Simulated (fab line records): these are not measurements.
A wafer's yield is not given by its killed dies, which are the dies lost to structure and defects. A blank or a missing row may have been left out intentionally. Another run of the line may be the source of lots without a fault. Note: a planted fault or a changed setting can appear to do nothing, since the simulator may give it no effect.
A single fault, viewed from 2 desks | flow n5 finfet | each desk has only its own numbers; what lay behind them comes last

== THE TOOL OWNER'S DESK: pecvd-03 ==
The tool's own readings at N5_BEOL_M4_PECVD_72 (deposits SiO2 from TEOS/O2, target thk 16 nm, time 18 s): means of the sampled wafers that have a number, for each lot that ran on this tool. A lot is out of limits, marked OUT, if its mean lies more than 4 standard deviations from the usual mean; the brackets give that distance.
Columns: A = heater power w at N5_BEOL_M4_PECVD_72, usual 701 W; B = showerhead plenum p Torr at N5_BEOL_M4_PECVD_72, usual 8.81 Torr; C = throttle valve pct at N5_BEOL_M4_PECVD_72, usual 22.7 %
lot  | first seen here | A   | B    | C
L225 | day 8 15:26     | 633 | 8.84 | 23.9
L228 | day 9 02:59     | 678 | 8.84 | 22.1
L236 | day 11 07:59    | 608 | 8.83 | 23.7
L237 | day 11 08:11    | 694 | 8.84 | 22.2
L239 | day 12 04:25    | 620 | 8.86 | 22.4
Result from this desk: across the 5 lots, nothing is out of limits.

== METROLOGY DESK ==
What the gauges read, lot by lot, whatever tool the lot ran on: means of the sampled wafers that have a number. A lot is out of limits, marked OUT, if its mean lies more than 4 standard deviations from the usual mean; the brackets give that distance. It has 12 readings; the 7 that lie furthest out on some lot are the ones shown.
Columns: A = M4_THK at N5_BEOL_M4_THK_MEAS_53, usual 39.2 nm; B = M4_RS at N5_BEOL_M4_RS_MEAS_58, usual 0.673 ohm/sq; C = DIBL_N at N5_BEOL_M4_RC_MEAS_101, usual 36.4 mV/V; D = DIBL_P at N5_BEOL_M4_RC_MEAS_101, usual 36.1 mV/V; E = IOFF_N at N5_BEOL_M4_RC_MEAS_101, usual 0.156 nA/um; F = IOFF_P at N5_BEOL_M4_RC_MEAS_101, usual 0.21 nA/um; G = VT_P at N5_BEOL_M4_RC_MEAS_101, usual -250 mV
lot  | first seen here | A    | B     | C    | D    | E     | F    | G
L220 | day 7 22:05     | 39.7 | 0.657 | 36.5 | 37.6 | 0.163 | 0.21 | -251
L224 | day 8 20:41     | 38.9 | 0.682 | 36.4 | 38.4 | 0.182 | 0.24 | -249
L225 | day 9 01:19     | 39.5 | 0.673 | 35.4 | 35.1 | 0.137 | 0.21 | -248
L228 | day 9 10:36     | 38.3 | 0.692 | 37.7 | 37.9 | 0.173 | 0.21 | -249
L230 | day 10 09:33    | 38.4 | 0.691 | 36.2 | 35.8 | 0.157 | 0.21 | -251
L234 | day 11 03:34    | 37.9 | 0.703 | 35.7 | 34.4 | 0.144 | 0.18 | -254
L236 | day 11 15:15    | 40.4 | 0.655 | 36.5 | 35.0 | 0.141 | 0.18 | -252
L237 | day 11 17:41    | 40.0 | 0.652 | 36.0 | 35.6 | 0.144 | 0.21 | -249
L239 | day 12 12:28    | 40.0 | 0.657 | 37.0 | 35.8 | 0.162 | 0.23 | -248
L243 | day 14 02:25    | 40.3 | 0.656 | 35.3 | 35.0 | 0.146 | 0.18 | -254
Result from this desk: across the 10 lots, nothing is out of limits.

== BROUGHT TOGETHER ==
Nothing out of limits was seen by the tool owner's desk.
At the metrology desk, nothing out of limits was observed.

== WHAT HAD BEEN PUT IN BY THE SIMULATOR ==
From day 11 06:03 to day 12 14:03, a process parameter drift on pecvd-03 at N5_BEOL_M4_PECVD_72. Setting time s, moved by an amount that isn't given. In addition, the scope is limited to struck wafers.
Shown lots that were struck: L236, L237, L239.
